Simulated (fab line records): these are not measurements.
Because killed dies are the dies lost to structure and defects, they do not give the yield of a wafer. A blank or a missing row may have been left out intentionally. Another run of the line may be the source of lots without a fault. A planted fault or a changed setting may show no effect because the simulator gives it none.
Chamber matching ; flow nand harc ; NHARC_A_WL_FILL_ALD_19 on ald metal-02: 4 sister chambers
The step deposits TiN, target thk 2 nm, pulse time 3 s, ald cycles 100. 8 wafers are shown with their chamber, then 7 later ones without.

WAFERS PAIRED WITH THEIR CHAMBERS
wafer;chamber;heater power w (W);precursor pulse height rel
L079.4;2;1294;0.990
L079.5;2;1238;0.980
L081.2;1;1381;1.011
L081.6;3;1081;1.002
L087.5;3;1135;1.005
L087.6;0;940;0.969
L090.1;1;1306;1.007
L090.4;0;929;0.983

WAFERS WITH NO CHAMBER GIVEN
wafer;heater power w (W);precursor pulse height rel
L090.5;1289;0.983
L092.1;916;1.001
L092.3;1139;0.951
L092.4;1298;1.003
L095.3;1130;0.988
L095.4;916;1.006
L095.6;1132;0.997

THE CHAMBER EACH PASSED THROUGH
wafer;from the rows above;in truth
L090.5;2;2
L092.1;can't be placed: 0 or 3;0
L092.3;can't be placed: 2 or 0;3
L092.4;can't be placed: 1 or 2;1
L095.3;can't be placed: 3 or 2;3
L095.4;can't be placed: 0 or 3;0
L095.6;3;3
Correctly placed: 2 of 7. Not placeable from these rows: 5 (in 4, the candidates include the true chamber). Wrongly placed: 0.
How it was worked out, from the rows above alone: a wafer's distance from a chamber is the root of the sum, over the readings, of the square of ((its reading less the chamber's mean) divided by the reading's scatter). If the next closest chamber is less than 2 further off than the closest, the wafer can't be placed; otherwise it belongs to the closest. A chamber's mean is the mean of its shown wafers. The scatter is the square root of a quotient: the sum, over the shown wafers, of each reading's squared deviation from its chamber's mean, divided by wafers minus chambers.
